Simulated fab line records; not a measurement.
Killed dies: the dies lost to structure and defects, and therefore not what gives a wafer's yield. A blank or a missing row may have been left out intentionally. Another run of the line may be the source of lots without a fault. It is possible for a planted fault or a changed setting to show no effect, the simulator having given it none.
Matching of chambers | flow nand-harc | rie-si-06 running NHARC_P_ZERO_WELL_ETCH_63: 4 sister chambers
The step etches the open film in HBr/Cl2, target depth 120 nm, time 40.1 s. 4 wafers are shown with their chamber, then 7 later ones without.

== WAFERS WITH THEIR CHAMBER ==
wafer  | chamber | drypump-motor-current-A (A)
L282.6 | 2       | 6.0
L284.4 | 3       | 5.7
L285.2 | 1       | 4.7
L285.3 | 0       | 6.5

== WAFERS WHOSE CHAMBER IS MISSING ==
wafer  | drypump-motor-current-A (A)
L285.4 | 6.0
L296.2 | 5.7
L296.5 | 6.0
L296.6 | 4.6
L297.1 | 6.5
L297.2 | 6.0
L297.6 | 6.5

== WHICH CHAMBER EACH WENT THROUGH ==
wafer  | from the rows above | in truth
L285.4 | 2                   | 2
L296.2 | 3                   | 3
L296.5 | 2                   | 2
L296.6 | 1                   | 1
L297.1 | 0                   | 0
L297.2 | 2                   | 2
L297.6 | 0                   | 0
Correctly placed: 7 of 7. Not placeable from these rows: 0. 0 placed wrongly.
How it was worked out, from the rows above alone: a wafer's distance from a chamber is the root of the sum, over the readings, of the square of ((its reading less the chamber's mean) divided by the reading's scatter). If the next closest chamber is less than 2 further off than the closest, the wafer can't be placed; otherwise it belongs to the closest. Each chamber's mean is taken over the wafers shown for it. The scatter (one wafer shown for each chamber): square how far every hidden wafer sits from the nearest shown wafer, average those squares and take the square root.
